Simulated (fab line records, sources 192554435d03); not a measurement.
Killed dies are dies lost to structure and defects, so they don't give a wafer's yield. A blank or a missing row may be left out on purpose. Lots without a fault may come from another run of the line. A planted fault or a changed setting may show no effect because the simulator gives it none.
Chamber matching | flow n5_finfet | N5_MOL_CONTACT_COAG_STRIP_72 on rie_diel-04: 4 sister chambers
The step strips in N2/H2. 4 wafers are shown with their chamber, then 10 later ones without.

WAFERS WITH THEIR CHAMBER
wafer  | chamber | drypump_motor_current_A (A)
L086.2 | 2       | 5.41
L086.4 | 0       | 5.53
L089.2 | 3       | 5.18
L089.4 | 1       | 5.93

WAFERS WITHOUT THEIR CHAMBER
wafer  | drypump_motor_current_A (A)
L089.5 | 5.53
L090.1 | 5.91
L090.2 | 5.24
L090.4 | 5.90
L091.2 | 5.93
L091.4 | 5.53
L091.5 | 5.92
L092.1 | 5.56
L092.2 | 5.41
L092.3 | 5.23

WHICH CHAMBER EACH WENT THROUGH
wafer  | from the rows above | in truth
L089.5 | 0                   | 0
L090.1 | 1                   | 1
L090.2 | 3                   | 3
L090.4 | 1                   | 1
L091.2 | 1                   | 1
L091.4 | 0                   | 0
L091.5 | 1                   | 1
L092.1 | 0                   | 0
L092.2 | 2                   | 2
L092.3 | 3                   | 3
Placed correctly: 10 of 10. Can't be placed from these rows: 0. Placed wrongly: 0.
How it was worked out, from the rows above alone: a wafer's distance from a chamber is the root of the sum, over the readings, of the square of ((its reading less the chamber's mean) divided by the reading's scatter). The wafer belongs to the nearest chamber; if the next one is less than 2 further off, it can't be placed. A chamber's mean is the mean of its shown wafers. The scatter: with one shown wafer a chamber, the root of the mean of the squares of how far each hidden wafer lies from its nearest shown one.
